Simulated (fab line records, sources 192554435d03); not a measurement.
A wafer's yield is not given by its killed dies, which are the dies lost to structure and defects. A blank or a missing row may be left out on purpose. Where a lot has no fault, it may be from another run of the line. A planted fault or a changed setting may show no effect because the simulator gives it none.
Matching of chambers    flow n5 finfet    N5_GATE_CUT_HM_DEP_46 on pecvd-04: 3 sister chambers
The step deposits SiO2 from TEOS/O2, target thk 130 nm, time 26.6 s. 16 wafers are shown with their chamber, then 8 later ones without.

EACH WAFER AND ITS CHAMBER
wafer   chamber  throttle valve pct (%)  showerhead plenum p Torr (Torr)  heater power w (W)
L076.2  0        18.7                    8.30                             442
L076.3  2        17.3                    8.37                             562
L076.4  2        17.2                    8.36                             592
L085.3  1        18.1                    8.39                             453
L085.4  1        18.2                    8.39                             464
L085.5  2        17.6                    8.37                             649
L086.1  1        18.2                    8.38                             549
L086.2  2        17.5                    8.37                             695
L086.4  0        18.9                    8.30                             492
L087.2  0        18.7                    8.31                             384
L087.4  2        17.4                    8.32                             701
L087.5  0        18.8                    8.33                             404
L088.3  2        17.4                    8.36                             720
L088.4  2        17.4                    8.35                             544
L088.5  1        18.4                    8.38                             520
L089.1  1        18.4                    8.39                             499

SIGNATURES (averages over the wafers above)
reading                   chamber 0  chamber 1  chamber 2  scatter within a chamber
throttle valve pct        18.775     18.260     17.400     0.124
showerhead plenum p Torr  8.3100     8.3860     8.3571     0.0143
heater power w            430.50     497.00     637.57     58.1
Rule: for a wafer and a chamber, the distance is found by dividing, reading by reading, the gap between the wafer's reading and the chamber's mean by the reading's scatter, squaring, summing and taking the root. If the next closest chamber is less than 2 further off than the closest, the wafer can't be placed; otherwise it belongs to the closest. The scatter: take each reading less its chamber's mean, square it, sum over the shown wafers, divide by the number of wafers less the number of chambers, and take the root.

WAFERS MISSING THEIR CHAMBER
wafer   throttle valve pct (%)  showerhead plenum p Torr (Torr)  heater power w (W)
L089.2  18.9                    8.32                             492
L089.6  18.5                    8.42                             513
L090.1  19.0                    8.31                             378
L090.4  18.8                    8.31                             397
L090.5  17.5                    8.35                             678
L096.3  18.2                    8.39                             507
L096.5  18.5                    8.41                             509
L096.6  18.7                    8.28                             463

CHAMBER TAKEN BY EACH
wafer   from the rows above  in truth
L089.2  0                    0
L089.6  1                    1
L090.1  0                    0
L090.4  0                    0
L090.5  2                    2
L096.3  1                    1
L096.5  1                    1
L096.6  0                    0
Correct placement for 8 of the 8. Not placeable from these rows: 0. Placed wrongly: 0.
